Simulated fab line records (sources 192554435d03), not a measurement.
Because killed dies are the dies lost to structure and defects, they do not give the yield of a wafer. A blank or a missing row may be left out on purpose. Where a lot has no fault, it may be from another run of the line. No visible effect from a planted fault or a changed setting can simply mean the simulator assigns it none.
fab line records	flow n5-finfet
record: lots: 11	wafers: 31	last-day: 16
route steps=1938 shown BEOL_M9@1401 PASSIVATION@1936
lots with no fault: from the same line, run without faults
start-h: hours from the record's opening day to when the first of the lot's shown wafers began	wait-h: time in hours since the lot's previous step	" repeats the value in the row above	L1.1+2: a single row standing in for several wafers	- value missing, or start not given	* or withheld: withheld	< > ~ a bound
route shown NAME@n: a module of which the file shows steps, and the number in the route of the first	usual: mean/standard deviation of fault-free wafers	same: alike in all rows	chamber/n: place in a boat	sites: readings site by site	_std_site: their standard deviation	_edge_site: mean of outer sites minus mean of inner sites	radius-mm: how far each site lies from the wafer's centre	mask NAME#n: copy n	behind: tool/chamber where the wafer was last shaped	hold: the reason the lot was held/the length of the hold in hours/how it ended	device: transistor that didn't switch, given as n, p or np	end of line: tests of these same wafers at the route's end	for a step that has no rows: nothing shown but its recipe	killed: count of dies lost to structure and defects at first sort (not the wafer's yield)	map: the dies of a wafer, with x for killed, . for not killed, _ for no die there
set.NAME: the run value of the setting; set.NAME@STEP: its run value at that earlier step	model.NAME: the simulator's own value behind a step, which no gauge read
steps of the route over a sample of lots; a table a step, a row a wafer
services: the hour from which a tool's chamber was out of use, counted from the record's first day as start-h (under 0 if before that day), plus the number of hours and why
== steps ==
step: N5_BEOL_M9_ILD_DEP_00
recipe: material: SiCOH_lowk	target-thk-a: 3085.1	temp-c: 300	precursor: DEMS/porogen	pressure-torr: 5	rf-w: 500	time-s: 58
usual: heater-power-outer-w: 147/52	heater-power-w: 321/79	showerhead-plenum-p-Torr: 5.744/0.017	throttle-valve-pct: 13.9/0.43
lot.wafer	tool	chamber	start-h	wait-h	heater-power-outer-w	heater-power-w	showerhead-plenum-p-Torr	throttle-valve-pct
L879.1	pecvd-02	2	208.20	0.0	159	322	5.773	14.1
L879.2	"	0	"	"	217	440	5.734	14.3
L879.4	"	0	"	"	224	459	5.745	14.2
L880.1	pecvd-04	0	222.33	0.1	103	282	5.759	13.2
L880.4	"	0	"	"	55	214	5.750	13.4
L880.6	"	0	"	"	64	221	5.758	13.7
L884.2	pecvd-03	0	247.71	0.0	153	305	5.768	14.1
L884.4	"	0	"	"	155	322	5.775	14.0
L884.5	"	2	"	"	91	198	5.709	13.4
L883.1	pecvd-04	1	259.40	0.0	137	319	5.750	13.5
L883.2	"	2	"	"	130	318	5.739	13.6
L883.4	"	0	"	"	81	253	5.752	13.6
L887.3	pecvd-04	2	264.98	0.0	118	300	5.742	13.7
L887.5	"	0	"	"	71	235	5.751	13.7
L887.6	"	2	"	"	126	313	5.739	14.1
L889.1	pecvd-04	0	286.70	0.0	74	242	5.760	13.5
L889.2	"	2	"	"	97	272	5.746	13.8
L889.3	"	1	"	"	127	314	5.728	13.9
L890.1	pecvd-04	1	295.00	0.0	126	308	5.756	13.6
L890.3	"	2	"	"	146	332	5.724	14.0
L890.4	"	0	"	"	94	266	5.751	13.5
L893.3	pecvd-02	1	303.15	0.0	231	433	5.749	13.3
L893.4	"	1	"	"	235	457	5.728	13.4
L893.6	"	0	"	"	217	443	5.747	14.4
L892.3	pecvd-03	2	313.18	0.0	70	169	5.724	13.1
L892.5	"	2	"	"	77	177	5.706	13.1
L892.6	"	0	"	"	147	313	5.765	14.4
L895.1	pecvd-02	2	318.99	0.0	133	284	5.764	14.4
L895.2	"	1	"	"	255	471	5.739	13.2
L896.1	pecvd-02	1	324.56	0.0	248	477	5.737	13.5
L896.2	"	2	"	"	132	304	5.753	14.3
step: N5_BEOL_M9_PECVD_70
recipe: material: SiO2	target-thk-a: 200	temp-c: 400	precursor: TEOS/O2	pressure-torr: 5.5	rf-w: 450	teos-flow-sccm: 53.8	gas: O2	flow-sccm: 3000	time-s: 22.7
usual: heater-power-outer-w: 453/110	heater-power-w: 772/150	showerhead-plenum-p-Torr: 8.81/0.06	throttle-valve-pct: 22.5/0.68
lot.wafer	tool	chamber	start-h	wait-h	heater-power-outer-w	heater-power-w	showerhead-plenum-p-Torr	throttle-valve-pct
L879.1	pecvd-02	1	208.82	0.0	528	849	8.78	21.6
L879.2	"	0	"	"	605	996	8.76	23.1
L879.4	"	2	"	"	459	754	8.86	22.6
L880.1	pecvd-03	1	222.99	0.0	474	759	8.81	23.0
L880.4	"	1	"	"	478	778	8.83	22.4
L880.6	"	1	"	"	473	776	8.83	22.8
L884.2	pecvd-04	1	248.34	0.0	389	749	8.80	22.0
L884.4	"	1	"	"	396	741	8.79	22.0
L884.5	"	0	"	"	285	599	8.82	22.0
L883.1	pecvd-02	1	260.02	0.0	609	971	8.80	21.6
L883.2	"	0	"	"	584	999	8.76	23.4
L883.4	"	1	"	"	600	994	8.80	21.4
L887.3	pecvd-02	1	265.60	0.0	610	1014	8.79	21.3
L887.5	"	0	"	"	548	938	8.77	23.2
L887.6	"	1	"	"	622	1009	8.80	20.9
L889.1	pecvd-03	0	287.32	0.0	382	647	8.91	23.0
L889.2	"	1	"	"	462	766	8.81	22.9
L889.3	"	2	"	"	290	479	8.68	21.4
L890.1	pecvd-03	2	295.63	0.0	310	499	8.68	21.7
L890.3	"	2	"	"	305	502	8.67	21.6
L890.4	"	1	"	"	477	761	8.83	22.6
L893.3	pecvd-02	0	303.78	0.0	559	916	8.76	23.2
L893.4	"	0	"	"	534	918	8.75	23.1
L893.6	"	1	"	"	646	1026	8.77	21.6
L892.3	pecvd-02	2	313.81	0.0	456	735	8.86	23.3
L892.5	"	1	"	"	637	1025	8.77	21.4
L892.6	"	2	"	"	431	736	8.83	23.5
L895.1	pecvd-03	1	319.61	0.0	464	732	8.82	22.9
L895.2	"	2	"	"	318	510	8.70	21.8
L896.1	pecvd-02	1	325.18	0.0	674	1075	8.79	21.0
L896.2	"	0	"	"	561	961	8.75	23.1
step: N5_BEOL_M9_STRIP_19
recipe: chemistry: O2	power-w: 400	temp-c: 40	pressure-mtorr: 30	rf-frequency-hz: 6e+07	bias-power-w: 0	overash-fraction: 0.2	o2-flow-sccm: 225
usual: drypump-motor-current-A: 5.8/0.48	oes-product-au: 0.79/0.077	rf-vpp-V: 3.7/0.58	showerhead-plenum-p-Torr: 2.04/0.051	throttle-valve-pct: 16.73/0.22
lot.wafer	tool	chamber	start-h	wait-h	drypump-motor-current-A	oes-product-au	rf-hours-counter-h	rf-vpp-V	showerhead-plenum-p-Torr	throttle-valve-pct
L879.1	rie-diel-06	1	210.74	0.1	5.3	0.71	214	3.3	1.97	16.45
L879.2	"	3	"	"	5.0	0.75	179	4.8	1.99	16.73
L879.4	"	0	"	"	6.2	0.86	56	3.0	2.04	16.38
L880.1	rie-diel-01	0	226.97	0.1	6.1	0.90	31	4.4	2.07	16.69
L880.4	"	2	"	"	6.0	0.90	23	5.1	2.06	16.69
L880.6	"	2	"	"	6.0	0.90	-	4.6	2.07	16.71
L884.2	rie-diel-06	0	251.71	0.1	6.2	0.84	72	4.7	2.03	16.41
L884.4	"	1	"	"	5.3	0.71	-	3.8	1.97	16.49
L884.5	"	3	"	"	5.0	0.73	-	3.9	1.98	16.75
L883.1	rie-diel-01	3	262.32	0.2	6.7	0.71	182	3.9	2.09	16.77
L883.2	"	0	"	"	6.1	0.88	44	4.7	2.07	16.72
L883.4	"	2	"	"	6.1	0.87	37	4.1	2.06	16.73
L887.3	rie-diel-06	1	266.78	0.1	5.3	0.68	233	4.3	1.97	16.50
L887.5	"	3	"	"	5.0	0.73	-	3.8	1.98	16.77
L887.6	"	0	"	"	6.2	0.82	-	4.0	2.03	16.41
L889.1	rie-diel-03	0	292.44	0.1	6.0	0.86	59	3.5	2.15	16.84
L889.2	"	3	"	"	5.0	0.70	235	4.0	1.97	16.80
L889.3	"	1	"	"	5.6	0.93	7	3.0	2.04	16.71
L890.1	rie-diel-03	2	297.54	0.1	5.6	0.70	222	3.3	2.07	17.15
L890.3	"	0	"	"	6.0	0.87	61	3.0	2.15	16.86
L890.4	"	3	"	"	5.0	0.70	238	4.5	1.97	16.81
L893.3	rie-diel-01	2	305.08	0.1	6.0	0.84	55	3.8	2.05	16.76
L893.4	"	0	"	"	6.1	0.85	59	4.6	2.06	16.72
L893.6	"	2	"	"	6.0	0.84	-	3.5	2.05	16.75
L892.3	rie-diel-01	3	315.86	0.2	6.7	0.71	202	3.4	2.09	16.77
L892.5	"	0	"	"	6.1	0.85	-	2.6	2.06	16.73
L892.6	"	1	"	"	5.8	0.81	-	4.3	2.00	16.42
L895.1	rie-diel-01	1	321.00	0.1	5.9	0.82	113	3.8	2.00	16.45
L895.2	"	3	"	"	6.7	0.71	204	4.2	2.09	16.79
L896.1	rie-diel-03	0	326.66	0.1	6.0	0.85	70	3.3	2.15	16.86
L896.2	"	1	"	"	5.7	0.90	17	3.2	2.04	16.75
step: N5_BEOL_M9_ETCH_76
recipe: chemistry: N2/H2	target: underlayer	target-depth-a: 65	mask-material: CAR-EUV	time-s: 5.2	ion-energy-ev: 200	pressure-mtorr: 30	source-w: 840	bias-w: 150	n2-flow-sccm: 200	h2-flow-sccm: 200	ends: cleared
usual: drypump-motor-current-A: 5.8/0.48	etch-rf-on-time-s: 5.18/0.11	oes-product-au: 0.67/0.067	rf-vpp-V: 522.3/1.9	showerhead-plenum-p-Torr: 2.48/0.054	throttle-valve-pct: 17.95/0.21
lot.wafer	tool	chamber	start-h	wait-h	drypump-motor-current-A	etch-rf-on-time-s	oes-product-au	rf-hours-counter-h	rf-vpp-V	showerhead-plenum-p-Torr	throttle-valve-pct
L879.1	rie-diel-01	1	211.27	0.0	5.8	5.14	0.73	74	523.8	2.45	17.53
L879.2	"	2	"	"	6.0	5.03	0.80	18	522.2	2.50	18.03
L879.4	"	3	"	"	6.7	4.97	0.63	163	526.5	2.54	17.89
L880.1	rie-diel-06	1	228.04	0.0	5.3	5.36	0.60	217	520.4	2.42	17.97
L880.4	"	3	"	"	5.0	5.22	0.62	185	520.6	2.42	17.99
L880.6	"	3	"	"	5.0	5.24	0.62	-	521.4	2.42	17.97
L884.2	rie-diel-06	0	255.12	0.0	6.2	5.24	0.71	73	519.7	2.47	17.64
L884.4	"	1	"	"	5.3	5.27	0.59	228	521.5	2.42	17.96
L884.5	"	3	"	"	5.0	5.17	0.62	-	520.3	2.42	18.02
L883.1	rie-diel-01	2	263.29	0.0	6.1	5.05	0.76	38	520.9	2.49	18.06
L883.2	"	3	"	"	6.7	5.01	0.63	183	520.9	2.53	17.94
L883.4	"	1	"	"	5.8	5.06	0.71	92	523.4	2.45	17.56
L887.3	rie-diel-06	1	267.78	0.0	5.3	5.30	0.60	233	520.5	2.41	17.99
L887.5	"	3	"	"	5.0	5.17	0.62	-	520.6	2.41	18.02
L887.6	"	0	"	"	6.2	5.24	0.70	-	523.1	2.47	17.63
L889.1	rie-diel-06	2	295.25	0.0	5.8	4.99	0.62	205	522.7	2.51	18.04
L889.2	"	0	"	"	6.2	5.32	0.70	82	522.1	2.46	17.68
L889.3	"	3	"	"	5.0	5.18	0.62	205	520.9	2.41	18.03
L890.1	rie-diel-03	2	298.08	0.0	5.6	5.33	0.60	222	523.1	2.51	18.27
L890.3	"	1	"	"	5.7	5.24	0.80	9	524.9	2.50	18.05
L890.4	"	3	"	"	5.0	5.23	0.59	238	520.2	2.40	18.02
L893.3	rie-diel-03	3	306.06	0.0	5.0	5.21	0.59	240	518.6	2.40	18.00
L893.4	"	2	"	"	5.6	5.25	0.59	224	523.5	2.51	18.25
L893.6	"	0	"	"	6.0	5.27	0.73	-	525.5	2.58	17.98
L892.3	rie-diel-03	3	316.51	0.0	5.0	5.14	0.59	244	519.3	2.40	18.00
L892.5	"	3	"	"	5.0	5.18	0.60	-	518.4	2.40	18.01
L892.6	"	2	"	"	5.6	3.17	0.82	-	521.8	2.51	18.33
L895.1	rie-diel-03	0	321.53	0.0	6.0	3.26	0.96	69	526.5	2.58	18.03
L895.2	"	2	"	"	5.6	5.35	0.59	229	523.8	2.51	18.27
L896.1	rie-diel-03	0	327.41	0.0	6.0	3.18	0.94	70	525.8	2.58	18.06
L896.2	"	1	"	"	5.7	5.16	0.77	18	520.9	2.50	18.07
step: N5_PASSIVATION_PROBE_49
usual: defect-limited-yield: 91.0/1.5	killed_at_M0_to_M3: 34/9.1	killed_at_M4_up: 14/5.7	killed-at-contacts: 13/5.7	killed-at-front-end: 42/12	killed-at-other: 4/3.4	killed-dies: 106/17	killed-on-rim: 14/4.3	killed-open: 70/13	killed-short: 34/7.5	sort_bin_5_function: 5.2/0.94	sort_bin_6_memory: 3.4/0.69	sort-n-pass: 1074/17	sort-yield-pct: 91.0/1.5
same: gross-dies: 1180	killed-at-back-side: 0	sort_bin_4_leakage[%]: 0	sort_bin_8_speed[%]: 0
lot.wafer	tool	chamber	start-h	wait-h	defect-limited-yield[%]	killed_at_M0_to_M3	killed_at_M4_up	killed-at-contacts	killed-at-front-end	killed-at-other	killed-dies	killed-on-rim	killed-open	killed-short	sort_bin_5_function[%]	sort_bin_6_memory[%]	sort-n-pass	sort-yield-pct[%]
L892.3	prober-02	-	368.70	0.1	89.0	32	16	8	74	0	130	11	81	45	5.9	4.3	1050	89.0
L892.5	prober-02	-	368.80	0.2	89.5	23	21	23	55	2	124	19	90	34	5.9	3.9	1056	89.5
L892.6	prober-02	-	368.85	0.3	90.8	19	13	16	56	5	109	8	76	33	6.0	2.9	1071	90.8
L895.1	prober-01	-	380.87	0.0	90.5	39	9	15	47	2	112	9	67	43	5.2	4.1	1068	90.5
L896.1	prober-01	-	391.70	0.0	89.5	38	19	8	53	6	124	19	80	41	5.9	4.2	1056	89.5
L896.2	prober-01	-	391.75	0.1	90.5	21	13	5	70	3	112	12	85	26	5.7	3.7	1068	90.5
killed by level:class
L892.3 FIN_SAQP:geometric-particle:open=18 STI_FIN_REVEAL:geometric-particle:open=13 DUMMY_GATE:geometric-particle:open=12 BEOL_M2:geometric-particle:open=10 FIN_SAQP:geometric-particle:short=9 BEOL_M0_SAQP:geometric-particle:short=8 STI_FIN_REVEAL:geometric-particle:short=7 MOL_CONTACT_COAG:geometric-particle:open=6
L892.5 FIN_SAQP:geometric-particle:open=26 MOL_CONTACT_COAG:geometric-particle:open=20 BEOL_M4:geometric-particle:open=11 FIN_SAQP:geometric-particle:short=7 DUMMY_GATE:geometric-particle:open=5 BEOL_M0_SAQP:geometric-particle:open=5 BEOL_M1:geometric-particle:open=5 STARTING-WAFER:geometric-particle:short=4
L892.6 FIN_SAQP:geometric-particle:open=21 MOL_CONTACT_COAG:geometric-particle:open=13 FIN_SAQP:geometric-particle:short=9 STI_FIN_REVEAL:geometric-particle:open=9 BEOL_M4:geometric-particle:open=9 BEOL_M2:geometric-particle:open=5 BEOL_M0_SAQP:geometric-particle:short=4 STI_FIN_REVEAL:geometric-particle:short=3
L895.1 MOL_CONTACT_COAG:geometric-particle:open=13 FIN_SAQP:geometric-particle:open=10 BEOL_M0_SAQP:geometric-particle:short=9 BEOL_M3:geometric-particle:short=9 ILD0:geometric-particle:open=8 BEOL_M3:geometric-particle:open=8 FIN_SAQP:geometric-particle:short=7 ILD0:geometric-particle:short=6
L896.1 BEOL_M3:geometric-particle:open=13 DUMMY_GATE:geometric-particle:open=12 BEOL_M4:geometric-particle:open=11 FIN_SAQP:geometric-particle:short=9 BEOL_M0_SAQP:geometric-particle:short=9 STI_FIN_REVEAL:geometric-particle:open=8 BEOL_M0_SAQP:geometric-particle:open=7 FIN_SAQP:geometric-particle:open=5
L896.2 DUMMY_GATE:geometric-particle:open=18 STI_FIN_REVEAL:geometric-particle:open=17 FIN_SAQP:geometric-particle:open=16 BEOL_M4:geometric-particle:open=10 BEOL_M0_SAQP:geometric-particle:open=7 BEOL_M0_SAQP:geometric-particle:short=6 GATE_CUT:geometric-particle:open=5 DUMMY_GATE:geometric-particle:short=4
== services ==
tool	chamber	start-h	hours	kind
pecvd-02	0	186.88	2.1	scheduled-down
rie-diel-06	-	193.26	2.8	pm
pecvd-03	2	207.63	5.5	scheduled-down
pecvd-02	-	217.46	14.6	pm
rie-diel-06	1	217.57	10.0	repair
pecvd-04	1	220.31	5.5	scheduled-down
rie-diel-03	3	222.21	10.9	repair
rie-diel-03	1	238.81	-	clean
rie-diel-03	1	238.81	-	consumable-replace:focus-ring
rie-diel-03	1	238.81	25.4	scheduled-down
rie-diel-03	1	238.81	25.4	vent-cycle
rie-diel-03	-	252.59	14.6	pm
pecvd-03	-	261.81	1.5	repair
rie-diel-03	2	270.09	9.5	repair
rie-diel-06	-	278.78	15.6	pm
== key ==
first-sign: step: N5_BEOL_M9_ETCH_76	reading: etch-rf-on-time-s	direction: down	sigmas: 18	usual: *	struck: *
effect: step: N5_BEOL_M9_ETCH_76	reading: oes-product-au	direction: up	sigmas: 3.5	usual: 0.67	struck: 0.90
met-at N5_BEOL_M9_ETCH_76
struck-lots L892,L895,L896
struck-wafers L892.6,L895.1,L896.1
not-acting-at N5_BEOL_M9_ILD_DEP_00,N5_BEOL_M9_PECVD_70,N5_BEOL_M9_STRIP_19
onset-between 306.06 316.51
fault: kind: process-parameter-drift	tool: rie-diel-03	chamber: -	onset-h: 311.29	steps: N5_BEOL_M9_ETCH_76	channel: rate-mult	offset: 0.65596	shape: step	end-h: 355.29	scope: struck-wafers-only
